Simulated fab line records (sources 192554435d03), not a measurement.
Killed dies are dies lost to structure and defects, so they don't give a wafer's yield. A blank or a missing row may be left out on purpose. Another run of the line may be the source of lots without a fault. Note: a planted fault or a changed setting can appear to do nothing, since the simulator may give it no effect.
Matching of chambers + flow n5Finfet + N5_BEOL_M0_PRE_CLEAN_131 on cvdCo-02: 3 sister chambers
The step time 15 s. 3 wafers are shown with their chamber, then 7 later ones without.

WAFERS WITH THEIR CHAMBER
| wafer  | chamber | heaterPowerOuterW (W) |
|--------|---------|-----------------------|
| L234.5 | 2       | 9                     |
| L233.3 | 1       | 14                    |
| L233.4 | 0       | 18                    |

WAFERS WHOSE CHAMBER IS MISSING
| wafer  | heaterPowerOuterW (W) |
|--------|-----------------------|
| L233.6 | 9                     |
| L237.1 | 14                    |
| L237.5 | 14                    |
| L237.6 | 17                    |
| L242.1 | 17                    |
| L242.4 | 9                     |
| L242.5 | 14                    |

CHAMBER TAKEN BY EACH
| wafer  | from the rows above | in truth |
|--------|---------------------|----------|
| L233.6 | 2                   | 2        |
| L237.1 | 1                   | 1        |
| L237.5 | 1                   | 1        |
| L237.6 | 0                   | 0        |
| L242.1 | 0                   | 0        |
| L242.4 | 2                   | 2        |
| L242.5 | 1                   | 1        |
7 of 7 placed correctly. Left unplaced by these rows: 0. Wrongly placed: 0.
How it was worked out, from the rows above alone: a wafer's distance from a chamber is the root of the sum, over the readings, of the square of ((its reading less the chamber's mean) divided by the reading's scatter). The wafer belongs to the nearest chamber; if the next one is less than 2 further off, it can't be placed. For every chamber, the mean is computed from those of its wafers that are shown. The scatter (one wafer shown for each chamber): square how far every hidden wafer sits from the nearest shown wafer, average those squares and take the square root.
